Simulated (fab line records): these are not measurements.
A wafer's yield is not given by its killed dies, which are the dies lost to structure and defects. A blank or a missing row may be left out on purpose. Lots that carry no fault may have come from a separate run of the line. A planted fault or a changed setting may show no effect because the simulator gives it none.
Which of the tools did it? / flow n5-finfet / 7 lots with 19 wafers sampled at 8 steps, on a route of 1938 steps

== WHAT THE GAUGES READ, wafer by wafer ==
N5_BEOL_M13_OCD_MEAS_35. Usual: 412 nm for trench-depth-nm, sd 7.2.
lot=L904; measured=day 11 06:08; on=ocd-02; trench-depth-nm (nm)=409 412; flag=
lot=L906; measured=day 12 04:50; on=ocd-01; trench-depth-nm (nm)=418 410 416; flag=
lot=L907; measured=day 12 05:41; on=ocd-01; trench-depth-nm (nm)=404 413 403; flag=
lot=L914; measured=day 14 01:19; on=ocd-01; trench-depth-nm (nm)=404 402 417; flag=
lot=L921; measured=day 16 08:18; on=ocd-02; trench-depth-nm (nm)=371 377 377; flag=OFF
lot=L922; measured=day 16 10:32; on=ocd-02; trench-depth-nm (nm)=375 370 377; flag=OFF
lot=L925; measured=day 17 01:49; on=ocd-02; trench-depth-nm (nm)=414 404; flag=

N5_BEOL_M13_THK_MEAS_50: measures by xrf. Usual: M13_THK typically reads 416 nm, with standard deviation 7.7.
lot=L904; measured=day 11 09:13; on=film-metro-01; M13_THK (nm)=414 418; flag=
lot=L906; measured=day 12 06:28; on=film-metro-01; M13_THK (nm)=425 418 424; flag=
lot=L907; measured=day 12 10:05; on=film-metro-01; M13_THK (nm)=404 416 405; flag=
lot=L914; measured=day 14 05:44; on=film-metro-01; M13_THK (nm)=404 404 420; flag=
lot=L921; measured=day 16 12:14; on=film-metro-02; M13_THK (nm)=374 379 380; flag=OFF
lot=L922; measured=day 16 12:37; on=film-metro-02; M13_THK (nm)=376 371 380; flag=OFF
lot=L925; measured=day 17 06:50; on=film-metro-01; M13_THK (nm)=423 408; flag=

N5_BEOL_M13_RS_MEAS_54: the measuring method here is four-point-probe. Usual: M13_RS typically reads 0.0451 ohm/sq, with standard deviation 0.00081.
lot=L904; measured=day 11 09:21; on=film-metro-02; M13_RS (ohm/sq)=0.0455 0.0451; flag=
lot=L906; measured=day 12 06:36; on=film-metro-02; M13_RS (ohm/sq)=0.0445 0.0453 0.0447; flag=
lot=L907; measured=day 12 10:13; on=film-metro-02; M13_RS (ohm/sq)=0.0462 0.0448 0.0463; flag=
lot=L914; measured=day 14 05:52; on=film-metro-02; M13_RS (ohm/sq)=0.0461 0.0464 0.0448; flag=
lot=L921; measured=day 16 12:22; on=film-metro-02; M13_RS (ohm/sq)=0.0503 0.0496 0.0496; flag=OFF
lot=L922; measured=day 16 12:45; on=film-metro-02; M13_RS (ohm/sq)=0.0499 0.0503 0.0495; flag=OFF
lot=L925; measured=day 17 07:00; on=film-metro-01; M13_RS (ohm/sq)=0.0448 0.0461; flag=

N5_BEOL_M15_RC_MEAS_101. Usual: COMB_M10 1.45e-11 S/m, standard deviation 3e-12; COMB_M11 1.4e-11 S/m, standard deviation 3.2e-12; COMB_M12 5.7e-12 S/m, standard deviation 1.1e-12; COMB_M13 4.4e-12 S/m, standard deviation 1.1e-12; COMB_M14 3e-12 S/m, standard deviation 8.8e-13; COMB_M15 1.9e-12 S/m, standard deviation 5.7e-13; COMB_M5 3.7e-11 S/m, standard deviation 7.8e-12; COMB_M5_max_site 5.4e-11 S/m, standard deviation 1.3e-11; COMB_M6 2.5e-11 S/m, standard deviation 5e-12; COMB_M6_max_site 3.6e-11 S/m, standard deviation 8.1e-12; COMB_M7 2.4e-11 S/m, standard deviation 5.1e-12; COMB_M8 2.5e-11 S/m, standard deviation 5.5e-12; COMB_M9 1.38e-11 S/m, standard deviation 2.8e-12; SERP_M10 3.07 ohm/um, standard deviation 0.099; SERP_M11 3.13 ohm/um, standard deviation 0.1; SERP_M12 0.643 ohm/um, standard deviation 0.023; SERP_M13 0.312 ohm/um, standard deviation 0.0076; SERP_M13_max_site 0.315 ohm/um, standard deviation 0.0081; SERP_M14 0.160 ohm/um, standard deviation 0.0061; SERP_M5 39.1 ohm/um, standard deviation 2.1; SERP_M6 13.8 ohm/um, standard deviation 0.76; SERP_M6_max_site 14.4 ohm/um, standard deviation 0.81; SERP_M7 14.2 ohm/um, standard deviation 0.71; SERP_M8 13.7 ohm/um, standard deviation 0.63; SERP_M9 3.13 ohm/um, standard deviation 0.11.
lot=L904; measured=day 11 20:17; on=prober-02; COMB_M10 (S/m)=1.3e-11 1.48e-11; COMB_M11 (S/m)=1.3e-11 1.7e-11; COMB_M12 (S/m)=4.9e-12 5.7e-12; COMB_M13 (S/m)=4.2e-12 4e-12; COMB_M14 (S/m)=2.8e-12 2.7e-12; COMB_M15 (S/m)=3.5e-12 2.7e-12; COMB_M5 (S/m)=2.6e-11 3.9e-11; COMB_M5_max_site (S/m)=3.9e-11 4.6e-11; COMB_M6 (S/m)=3.1e-11 3.4e-11; COMB_M6_max_site (S/m)=3.6e-11 4.8e-11; COMB_M7 (S/m)=1.6e-11 1.8e-11; COMB_M8 (S/m)=2.6e-11 2.8e-11; COMB_M9 (S/m)=1.13e-11 1.33e-11; SERP_M10 (ohm/um)=3.06 3.03; SERP_M11 (ohm/um)=2.93 3.12; SERP_M12 (ohm/um)=0.623 0.654; SERP_M13 (ohm/um)=0.318 0.307; SERP_M13_max_site (ohm/um)=0.321 0.309; SERP_M14 (ohm/um)=0.162 0.164; SERP_M5 (ohm/um)=41.3 39.2; SERP_M6 (ohm/um)=13.4 14.1; SERP_M6_max_site (ohm/um)=14.1 14.4; SERP_M7 (ohm/um)=13.8 14.6; SERP_M8 (ohm/um)=14.0 12.6; SERP_M9 (ohm/um)=2.95 3.07; flag=
lot=L906; measured=day 12 17:32; on=prober-02; COMB_M10 (S/m)=2.38e-11 1.32e-11 2e-11; COMB_M11 (S/m)=1.7e-11 2.1e-11 1.6e-11; COMB_M12 (S/m)=7.5e-12 6.3e-12 5.7e-12; COMB_M13 (S/m)=5.1e-12 4.3e-12 5.7e-12; COMB_M14 (S/m)=3.1e-12 2.7e-12 2.7e-12; COMB_M15 (S/m)=1.9e-12 2.5e-12 1.8e-12; COMB_M5 (S/m)=2.9e-11 3.1e-11 3.5e-11; COMB_M5_max_site (S/m)=5.5e-11 5.7e-11 4.9e-11; COMB_M6 (S/m)=1.6e-11 1.7e-11 2.3e-11; COMB_M6_max_site (S/m)=2.2e-11 3e-11 4.1e-11; COMB_M7 (S/m)=2.9e-11 2.6e-11 1.8e-11; COMB_M8 (S/m)=1.6e-11 1.7e-11 1.7e-11; COMB_M9 (S/m)=1.28e-11 1.3e-11 1.22e-11; SERP_M10 (ohm/um)=2.90 3.17 3.09; SERP_M11 (ohm/um)=3.08 3.29 3.07; SERP_M12 (ohm/um)=0.685 0.616 0.637; SERP_M13 (ohm/um)=0.311 0.319 0.315; SERP_M13_max_site (ohm/um)=0.314 0.322 0.316; SERP_M14 (ohm/um)=0.164 0.156 0.170; SERP_M5 (ohm/um)=36.2 37.9 38.0; SERP_M6 (ohm/um)=13.9 14.7 14.1; SERP_M6_max_site (ohm/um)=14.4 14.9 14.8; SERP_M7 (ohm/um)=13.7 13.3 14.8; SERP_M8 (ohm/um)=12.9 14.1 14.6; SERP_M9 (ohm/um)=3.07 3.10 3.16; flag=
lot=L907; measured=day 13 03:46; on=prober-02; COMB_M10 (S/m)=1.43e-11 1.97e-11 1.63e-11; COMB_M11 (S/m)=1.5e-11 1.6e-11 1.3e-11; COMB_M12 (S/m)=4.9e-12 5.9e-12 5.8e-12; COMB_M13 (S/m)=4.8e-12 4.5e-12 3.8e-12; COMB_M14 (S/m)=1.8e-12 3e-12 2.8e-12; COMB_M15 (S/m)=2.4e-12 1.9e-12 2.1e-12; COMB_M5 (S/m)=3.5e-11 3.7e-11 5.1e-11; COMB_M5_max_site (S/m)=5.6e-11 4.2e-11 6.1e-11; COMB_M6 (S/m)=3.2e-11 2.7e-11 2.6e-11; COMB_M6_max_site (S/m)=4.5e-11 4.3e-11 3.7e-11; COMB_M7 (S/m)=2.3e-11 1.9e-11 3.3e-11; COMB_M8 (S/m)=2.3e-11 3.5e-11 3.9e-11; COMB_M9 (S/m)=1.75e-11 1.41e-11 1.33e-11; SERP_M10 (ohm/um)=3.10 3.08 2.97; SERP_M11 (ohm/um)=2.99 3.14 3.07; SERP_M12 (ohm/um)=0.656 0.639 0.646; SERP_M13 (ohm/um)=0.324 0.313 0.328; SERP_M13_max_site (ohm/um)=0.327 0.316 0.330; SERP_M14 (ohm/um)=0.161 0.163 0.165; SERP_M5 (ohm/um)=38.2 40.0 39.4; SERP_M6 (ohm/um)=12.9 14.2 13.6; SERP_M6_max_site (ohm/um)=14.0 15.0 13.9; SERP_M7 (ohm/um)=14.3 14.7 14.3; SERP_M8 (ohm/um)=13.4 13.2 13.3; SERP_M9 (ohm/um)=3.22 3.15 2.93; flag=
lot=L914; measured=day 15 02:58; on=prober-01; COMB_M10 (S/m)=1.04e-11 1.22e-11 1.09e-11; COMB_M11 (S/m)=1.5e-11 1.1e-11 1.1e-11; COMB_M12 (S/m)=7.6e-12 5.6e-12 5.9e-12; COMB_M13 (S/m)=4.3e-12 2.8e-12 2.9e-12; COMB_M14 (S/m)=3.6e-12 3.1e-12 3.1e-12; COMB_M15 (S/m)=1.1e-12 1.6e-12 2.1e-12; COMB_M5 (S/m)=4e-11 3.9e-11 3.2e-11; COMB_M5_max_site (S/m)=5.1e-11 7.1e-11 6.7e-11; COMB_M6 (S/m)=1.8e-11 1.8e-11 2.1e-11; COMB_M6_max_site (S/m)=2.9e-11 3.1e-11 3.1e-11; COMB_M7 (S/m)=1.6e-11 2.4e-11 2.4e-11; COMB_M8 (S/m)=2.1e-11 1.9e-11 1.5e-11; COMB_M9 (S/m)=2.09e-11 1.74e-11 1.14e-11; SERP_M10 (ohm/um)=2.96 3.08 3.03; SERP_M11 (ohm/um)=3.04 3.13 3.22; SERP_M12 (ohm/um)=0.647 0.659 0.671; SERP_M13 (ohm/um)=0.313 0.319 0.305; SERP_M13_max_site (ohm/um)=0.315 0.322 0.308; SERP_M14 (ohm/um)=0.148 0.154 0.148; SERP_M5 (ohm/um)=39.6 40.9 38.1; SERP_M6 (ohm/um)=13.3 13.6 12.5; SERP_M6_max_site (ohm/um)=13.8 13.8 12.8; SERP_M7 (ohm/um)=13.9 14.6 14.2; SERP_M8 (ohm/um)=14.2 14.7 14.1; SERP_M9 (ohm/um)=2.93 3.06 3.21; flag=
lot=L921; measured=day 17 06:45; on=prober-01; COMB_M10 (S/m)=1.69e-11 1.65e-11 1.32e-11; COMB_M11 (S/m)=1.3e-11 1.3e-11 1.2e-11; COMB_M12 (S/m)=3.9e-12 3.9e-12 4.3e-12; COMB_M13 (S/m)=3.4e-12 4.1e-12 5.5e-12; COMB_M14 (S/m)=2.1e-12 2.5e-12 3e-12; COMB_M15 (S/m)=2.7e-12 1.3e-12 2e-12; COMB_M5 (S/m)=4.1e-11 3.8e-11 3.6e-11; COMB_M5_max_site (S/m)=6e-11 8e-11 4.7e-11; COMB_M6 (S/m)=2.6e-11 2.3e-11 2.6e-11; COMB_M6_max_site (S/m)=3.4e-11 3.1e-11 4.3e-11; COMB_M7 (S/m)=1.4e-11 2.1e-11 1.7e-11; COMB_M8 (S/m)=2.5e-11 3.5e-11 3.5e-11; COMB_M9 (S/m)=8.7e-12 1.65e-11 1.3e-11; SERP_M10 (ohm/um)=3.06 3.09 3.16; SERP_M11 (ohm/um)=3.09 3.29 3.39; SERP_M12 (ohm/um)=0.602 0.650 0.597; SERP_M13 (ohm/um)=0.347 0.338 0.337; SERP_M13_max_site (ohm/um)=0.351 0.346 0.338; SERP_M14 (ohm/um)=0.165 0.164 0.164; SERP_M5 (ohm/um)=39.1 38.5 37.8; SERP_M6 (ohm/um)=13.9 14.8 14.3; SERP_M6_max_site (ohm/um)=14.7 15.1 14.8; SERP_M7 (ohm/um)=15.2 14.2 15.8; SERP_M8 (ohm/um)=13.8 14.4 14.6; SERP_M9 (ohm/um)=3.12 3.17 3.30; flag=OFF
lot=L922; measured=day 17 08:36; on=prober-02; COMB_M10 (S/m)=1.43e-11 1.3e-11 1.59e-11; COMB_M11 (S/m)=1.7e-11 1.5e-11 1.5e-11; COMB_M12 (S/m)=6.3e-12 6.9e-12 7.8e-12; COMB_M13 (S/m)=5.3e-12 4.4e-12 5.2e-12; COMB_M14 (S/m)=3.6e-12 2.3e-12 3.7e-12; COMB_M15 (S/m)=1.8e-12 2.3e-12 1.8e-12; COMB_M5 (S/m)=2.6e-11 2.8e-11 2.6e-11; COMB_M5_max_site (S/m)=2.9e-11 4e-11 3.6e-11; COMB_M6 (S/m)=2.8e-11 2.8e-11 2.5e-11; COMB_M6_max_site (S/m)=4.9e-11 3.5e-11 3e-11; COMB_M7 (S/m)=2.7e-11 3.2e-11 2.6e-11; COMB_M8 (S/m)=2.5e-11 2.9e-11 4e-11; COMB_M9 (S/m)=1.11e-11 1.33e-11 1.88e-11; SERP_M10 (ohm/um)=2.92 3.17 3.15; SERP_M11 (ohm/um)=3.02 3.04 2.91; SERP_M12 (ohm/um)=0.682 0.644 0.673; SERP_M13 (ohm/um)=0.344 0.351 0.335; SERP_M13_max_site (ohm/um)=0.348 0.354 0.337; SERP_M14 (ohm/um)=0.164 0.156 0.155; SERP_M5 (ohm/um)=40.3 39.8 35.9; SERP_M6 (ohm/um)=13.3 14.9 15.7; SERP_M6_max_site (ohm/um)=14.0 15.2 15.8; SERP_M7 (ohm/um)=13.5 12.7 13.8; SERP_M8 (ohm/um)=14.1 13.5 13.7; SERP_M9 (ohm/um)=3.19 3.18 3.04; flag=OFF
lot=L925; measured=day 17 16:43; on=prober-01; COMB_M10 (S/m)=1.12e-11 1.16e-11; COMB_M11 (S/m)=1.4e-11 1.5e-11; COMB_M12 (S/m)=4.7e-12 5.3e-12; COMB_M13 (S/m)=4.8e-12 4.4e-12; COMB_M14 (S/m)=2.8e-12 4.3e-12; COMB_M15 (S/m)=1.8e-12 1.8e-12; COMB_M5 (S/m)=3.1e-11 3.5e-11; COMB_M5_max_site (S/m)=4.9e-11 5.1e-11; COMB_M6 (S/m)=3e-11 3.5e-11; COMB_M6_max_site (S/m)=5.8e-11 5e-11; COMB_M7 (S/m)=3.4e-11 2.2e-11; COMB_M8 (S/m)=2.6e-11 2.9e-11; COMB_M9 (S/m)=1.12e-11 1.46e-11; SERP_M10 (ohm/um)=3.14 2.99; SERP_M11 (ohm/um)=3.06 3.02; SERP_M12 (ohm/um)=0.658 0.623; SERP_M13 (ohm/um)=0.318 0.315; SERP_M13_max_site (ohm/um)=0.320 0.320; SERP_M14 (ohm/um)=0.158 0.158; SERP_M5 (ohm/um)=37.5 35.6; SERP_M6 (ohm/um)=13.4 13.5; SERP_M6_max_site (ohm/um)=13.5 14.0; SERP_M7 (ohm/um)=14.3 14.7; SERP_M8 (ohm/um)=13.4 14.0; SERP_M9 (ohm/um)=3.09 3.09; flag=

== EACH LOT AND THE TOOL THAT RAN IT (in order: tool; ch and the chambers of the sampled wafers; start) ==
lot=L904; N5_BEOL_M13_VIA_ETCH_16=rie-diel-04 ch 2, day 11 04:34; N5_BEOL_M13_STRIP_63=plasma-asher-01 ch 0,1, day 11 04:49; N5_BEOL_M13_ETCH_67=rie-diel-03 ch 0,2, day 11 05:35; N5_BEOL_M13_TRENCH_ETCH_34=rie-diel-03 ch 0,2, day 11 05:58
lot=L906; N5_BEOL_M13_VIA_ETCH_16=rie-diel-04 ch 0,1, day 12 03:24; N5_BEOL_M13_STRIP_63=plasma-asher-02 ch 1, day 12 03:38; N5_BEOL_M13_ETCH_67=rie-diel-05 ch 0,3, day 12 04:18; N5_BEOL_M13_TRENCH_ETCH_34=rie-diel-05 ch 0,3, day 12 04:40
lot=L907; N5_BEOL_M13_VIA_ETCH_16=rie-diel-05 ch 0,2, day 12 04:03; N5_BEOL_M13_STRIP_63=plasma-asher-02 ch 0,1, day 12 04:17; N5_BEOL_M13_ETCH_67=rie-diel-03 ch 1,2, day 12 05:09; N5_BEOL_M13_TRENCH_ETCH_34=rie-diel-03 ch 1,2, day 12 05:31
lot=L914; N5_BEOL_M13_VIA_ETCH_16=rie-diel-04 ch 1,2,3, day 13 23:40; N5_BEOL_M13_STRIP_63=plasma-asher-02 ch 0,1, day 13 23:54; N5_BEOL_M13_ETCH_67=rie-diel-05 ch 0,2,3, day 14 00:47; N5_BEOL_M13_TRENCH_ETCH_34=rie-diel-05 ch 0,2,3, day 14 01:08
lot=L921; N5_BEOL_M13_VIA_ETCH_16=rie-diel-03 ch 0,2, day 16 06:43; N5_BEOL_M13_STRIP_63=plasma-asher-01 ch 0, day 16 06:57; N5_BEOL_M13_ETCH_67=rie-diel-03 ch 1,2, day 16 07:46; N5_BEOL_M13_TRENCH_ETCH_34=rie-diel-03 ch 1,2, day 16 08:08
lot=L922; N5_BEOL_M13_VIA_ETCH_16=rie-diel-05 ch 0,3, day 16 08:33; N5_BEOL_M13_STRIP_63=plasma-asher-02 ch 0,1, day 16 08:49; N5_BEOL_M13_ETCH_67=rie-diel-03 ch 0,1, day 16 09:59; N5_BEOL_M13_TRENCH_ETCH_34=rie-diel-03 ch 0,1, day 16 10:21
lot=L925; N5_BEOL_M13_VIA_ETCH_16=rie-diel-03 ch 0,1, day 16 23:06; N5_BEOL_M13_STRIP_63=plasma-asher-01 ch 0,1, day 16 23:20; N5_BEOL_M13_ETCH_67=rie-diel-05 ch 1,3, day 17 01:16; N5_BEOL_M13_TRENCH_ETCH_34=rie-diel-05 ch 1,3, day 17 01:38
- N5_BEOL_M13_VIA_ETCH_16: etches SiOC in C4F8/O2/Ar, target depth 921.7 nm.
- N5_BEOL_M13_STRIP_63: strips in N2/H2.
- N5_BEOL_M13_ETCH_67: etches SiARC in CF4, target depth 143 nm, time 238.3 s.
- N5_BEOL_M13_TRENCH_ETCH_34: etches SiOC in C4F8/O2/Ar, target depth 413.47 nm, time 162.6 s.

== AS READ BY THE TOOLS THEMSELVES (means over the sampled wafers that have a number; for cases with no such wafer, the mark the record gives instead) ==
N5_BEOL_M13_VIA_ETCH_16. Usual: drypump-motor-current-A 5.7 A, standard deviation 0.54; mfc-ar-sccm 399.9 sccm, standard deviation 1.3; oes-product-au 0.71 a.u., standard deviation 0.053; rf-vpp-V 667 V, standard deviation 3.6; showerhead-plenum-p-Torr 3.46 Torr, standard deviation 0.12; throttle-valve-pct 24.08 %, standard deviation 0.24.
lot=L904; tool=rie-diel-04; drypump-motor-current-A (A)=6.7; mfc-ar-sccm (sccm)=399.6; oes-product-au (a.u.)=0.68; rf-vpp-V (V)=662; showerhead-plenum-p-Torr (Torr)=3.26; throttle-valve-pct (%)=24.16; flag=
lot=L906; tool=rie-diel-04; drypump-motor-current-A (A)=5.9; mfc-ar-sccm (sccm)=398.3; oes-product-au (a.u.)=0.76; rf-vpp-V (V)=670; showerhead-plenum-p-Torr (Torr)=3.59; throttle-valve-pct (%)=24.07; flag=
lot=L907; tool=rie-diel-05; drypump-motor-current-A (A)=5.3; mfc-ar-sccm (sccm)=398.7; oes-product-au (a.u.)=0.64; rf-vpp-V (V)=668; showerhead-plenum-p-Torr (Torr)=3.53; throttle-valve-pct (%)=24.34; flag=
lot=L914; tool=rie-diel-04; drypump-motor-current-A (A)=6.0; mfc-ar-sccm (sccm)=399.7; oes-product-au (a.u.)=0.69; rf-vpp-V (V)=664; showerhead-plenum-p-Torr (Torr)=3.38; throttle-valve-pct (%)=24.13; flag=
lot=L921; tool=rie-diel-03; drypump-motor-current-A (A)=6.0; mfc-ar-sccm (sccm)=400.2; oes-product-au (a.u.)=0.75; rf-vpp-V (V)=666; showerhead-plenum-p-Torr (Torr)=3.41; throttle-valve-pct (%)=24.15; flag=
lot=L922; tool=rie-diel-05; drypump-motor-current-A (A)=5.3; mfc-ar-sccm (sccm)=400.2; oes-product-au (a.u.)=0.68; rf-vpp-V (V)=667; showerhead-plenum-p-Torr (Torr)=3.46; throttle-valve-pct (%)=24.03; flag=
lot=L925; tool=rie-diel-03; drypump-motor-current-A (A)=5.7; mfc-ar-sccm (sccm)=400.8; oes-product-au (a.u.)=0.72; rf-vpp-V (V)=666; showerhead-plenum-p-Torr (Torr)=3.45; throttle-valve-pct (%)=24.23; flag=

N5_BEOL_M13_STRIP_63. Usual: drypump-motor-current-A 5.90 A, standard deviation 0.27; heater-power-w 330 W, standard deviation 20; n2-flow-sccm 1751 sccm, standard deviation 5.6; oes-product-au 0.674 a.u., standard deviation 0.0049; strip-time-to-endpoint-s 27.7 s, standard deviation 1.1.
lot=L904; tool=plasma-asher-01; drypump-motor-current-A (A)=6.08; heater-power-w (W)=324; n2-flow-sccm (sccm)=1749; oes-product-au (a.u.)=0.673; strip-time-to-endpoint-s (s)=28.4; flag=
lot=L906; tool=plasma-asher-02; drypump-motor-current-A (A)=5.50; heater-power-w (W)=334; n2-flow-sccm (sccm)=1746; oes-product-au (a.u.)=0.670; strip-time-to-endpoint-s (s)=27.9; flag=
lot=L907; tool=plasma-asher-02; drypump-motor-current-A (A)=5.81; heater-power-w (W)=338; n2-flow-sccm (sccm)=1752; oes-product-au (a.u.)=0.674; strip-time-to-endpoint-s (s)=26.8; flag=
lot=L914; tool=plasma-asher-02; drypump-motor-current-A (A)=5.64; heater-power-w (W)=334; n2-flow-sccm (sccm)=1747; oes-product-au (a.u.)=0.675; strip-time-to-endpoint-s (s)=28.7; flag=
lot=L921; tool=plasma-asher-01; drypump-motor-current-A (A)=5.91; heater-power-w (W)=351; n2-flow-sccm (sccm)=1747; oes-product-au (a.u.)=0.675; strip-time-to-endpoint-s (s)=28.2; flag=
lot=L922; tool=plasma-asher-02; drypump-motor-current-A (A)=5.63; heater-power-w (W)=338; n2-flow-sccm (sccm)=1754; oes-product-au (a.u.)=0.672; strip-time-to-endpoint-s (s)=27.6; flag=
lot=L925; tool=plasma-asher-01; drypump-motor-current-A (A)=6.09; heater-power-w (W)=323; n2-flow-sccm (sccm)=1750; oes-product-au (a.u.)=0.673; strip-time-to-endpoint-s (s)=27.1; flag=

N5_BEOL_M13_ETCH_67. Usual: drypump-motor-current-A 5.6 A (standard deviation 0.48); etch-rf-on-time-s 241 s (standard deviation 6.5); mfc-ar-sccm 99.95 sccm (standard deviation 0.29); oes-product-au 0.68 a.u. (standard deviation 0.056); rf-vpp-V 184.7 V (standard deviation 1.1); showerhead-plenum-p-Torr 2.18 Torr (standard deviation 0.066); throttle-valve-pct 15.52 % (standard deviation 0.19).
lot=L904; tool=rie-diel-03; drypump-motor-current-A (A)=5.9; etch-rf-on-time-s (s)=240; mfc-ar-sccm (sccm)=99.94; oes-product-au (a.u.)=0.73; rf-vpp-V (V)=184.9; showerhead-plenum-p-Torr (Torr)=2.17; throttle-valve-pct (%)=15.46; flag=
lot=L906; tool=rie-diel-05; drypump-motor-current-A (A)=5.4; etch-rf-on-time-s (s)=238; mfc-ar-sccm (sccm)=100.16; oes-product-au (a.u.)=0.65; rf-vpp-V (V)=184.9; showerhead-plenum-p-Torr (Torr)=2.21; throttle-valve-pct (%)=15.46; flag=
lot=L907; tool=rie-diel-03; drypump-motor-current-A (A)=5.4; etch-rf-on-time-s (s)=246; mfc-ar-sccm (sccm)=100.14; oes-product-au (a.u.)=0.68; rf-vpp-V (V)=184.2; showerhead-plenum-p-Torr (Torr)=2.25; throttle-valve-pct (%)=15.50; flag=
lot=L914; tool=rie-diel-05; drypump-motor-current-A (A)=5.3; etch-rf-on-time-s (s)=244; mfc-ar-sccm (sccm)=99.87; oes-product-au (a.u.)=0.62; rf-vpp-V (V)=184.6; showerhead-plenum-p-Torr (Torr)=2.19; throttle-valve-pct (%)=15.65; flag=
lot=L921; tool=rie-diel-03; drypump-motor-current-A (A)=5.6; etch-rf-on-time-s (s)=243; mfc-ar-sccm (sccm)=99.71; oes-product-au (a.u.)=0.67; rf-vpp-V (V)=185.9; showerhead-plenum-p-Torr (Torr)=2.24; throttle-valve-pct (%)=15.50; flag=
lot=L922; tool=rie-diel-03; drypump-motor-current-A (A)=5.6; etch-rf-on-time-s (s)=241; mfc-ar-sccm (sccm)=99.80; oes-product-au (a.u.)=0.68; rf-vpp-V (V)=185.6; showerhead-plenum-p-Torr (Torr)=2.19; throttle-valve-pct (%)=15.60; flag=
lot=L925; tool=rie-diel-05; drypump-motor-current-A (A)=5.8; etch-rf-on-time-s (s)=240; mfc-ar-sccm (sccm)=99.67; oes-product-au (a.u.)=0.70; rf-vpp-V (V)=184.9; showerhead-plenum-p-Torr (Torr)=2.17; throttle-valve-pct (%)=15.55; flag=

N5_BEOL_M13_TRENCH_ETCH_34. Usual: drypump-motor-current-A 5.6 A, standard deviation 0.48; mfc-ar-sccm 399.9 sccm, standard deviation 1.3; oes-product-au 0.80 a.u., standard deviation 0.064; rf-vpp-V 667 V, standard deviation 3.2; showerhead-plenum-p-Torr 3.47 Torr, standard deviation 0.11; throttle-valve-pct 24.10 %, standard deviation 0.21.
lot=L904; tool=rie-diel-03; drypump-motor-current-A (A)=5.9; mfc-ar-sccm (sccm)=398.4; oes-product-au (a.u.)=0.85; rf-vpp-V (V)=668; showerhead-plenum-p-Torr (Torr)=3.46; throttle-valve-pct (%)=24.06; flag=
lot=L906; tool=rie-diel-05; drypump-motor-current-A (A)=5.4; mfc-ar-sccm (sccm)=400.7; oes-product-au (a.u.)=0.76; rf-vpp-V (V)=667; showerhead-plenum-p-Torr (Torr)=3.52; throttle-valve-pct (%)=24.04; flag=
lot=L907; tool=rie-diel-03; drypump-motor-current-A (A)=5.4; mfc-ar-sccm (sccm)=401.8; oes-product-au (a.u.)=0.80; rf-vpp-V (V)=670; showerhead-plenum-p-Torr (Torr)=3.57; throttle-valve-pct (%)=24.09; flag=
lot=L914; tool=rie-diel-05; drypump-motor-current-A (A)=5.3; mfc-ar-sccm (sccm)=399.3; oes-product-au (a.u.)=0.73; rf-vpp-V (V)=667; showerhead-plenum-p-Torr (Torr)=3.50; throttle-valve-pct (%)=24.20; flag=
lot=L921; tool=rie-diel-03; drypump-motor-current-A (A)=5.6; mfc-ar-sccm (sccm)=400.8; oes-product-au (a.u.)=0.80; rf-vpp-V (V)=669; showerhead-plenum-p-Torr (Torr)=3.56; throttle-valve-pct (%)=24.03; flag=
lot=L922; tool=rie-diel-03; drypump-motor-current-A (A)=5.6; mfc-ar-sccm (sccm)=400.3; oes-product-au (a.u.)=0.80; rf-vpp-V (V)=669; showerhead-plenum-p-Torr (Torr)=3.49; throttle-valve-pct (%)=24.23; flag=
lot=L925; tool=rie-diel-05; drypump-motor-current-A (A)=5.8; mfc-ar-sccm (sccm)=399.0; oes-product-au (a.u.)=0.81; rf-vpp-V (V)=665; showerhead-plenum-p-Torr (Torr)=3.45; throttle-valve-pct (%)=24.09; flag=

== THE ANSWER, worked out from the rows above alone ==
Rule: take the mean of a lot's wafers that have a number; if it is more than 3 standard deviations from the usual mean, the lot is off. Also off: a lot with no number at a reading for which 4 or more lots have one. Any other lot the step has rows for is counted as sound. After the gauges, taken in route order, come the tools' own readings; for these a lot's mean is taken, as printed above. At the first step where some lot is off, the reading lying furthest off is the one used; lots without a number count as furthest.
Off: L921, L922 (N5_BEOL_M13_OCD_MEAS_35, trench-depth-nm).
If a tool, at a process step before that reading, ran all the lots that are off and no sound lot after the first of them, it fits. The gauges at N5_BEOL_M13_OCD_MEAS_35 aren't tried: what is off there is off at N5_BEOL_M13_THK_MEAS_50 too, on other tools, and a gauge's error can't cause that. One fits: rie-diel-03 at N5_BEOL_M13_ETCH_67 and N5_BEOL_M13_TRENCH_ETCH_34. At N5_BEOL_M13_ETCH_67 its last sound lot is L907 (day 12 05:09), its first lot that is off L921 (day 16 07:46): a fault that began between those two fits.

== WHAT THE SIMULATOR HAD INSERTED ==
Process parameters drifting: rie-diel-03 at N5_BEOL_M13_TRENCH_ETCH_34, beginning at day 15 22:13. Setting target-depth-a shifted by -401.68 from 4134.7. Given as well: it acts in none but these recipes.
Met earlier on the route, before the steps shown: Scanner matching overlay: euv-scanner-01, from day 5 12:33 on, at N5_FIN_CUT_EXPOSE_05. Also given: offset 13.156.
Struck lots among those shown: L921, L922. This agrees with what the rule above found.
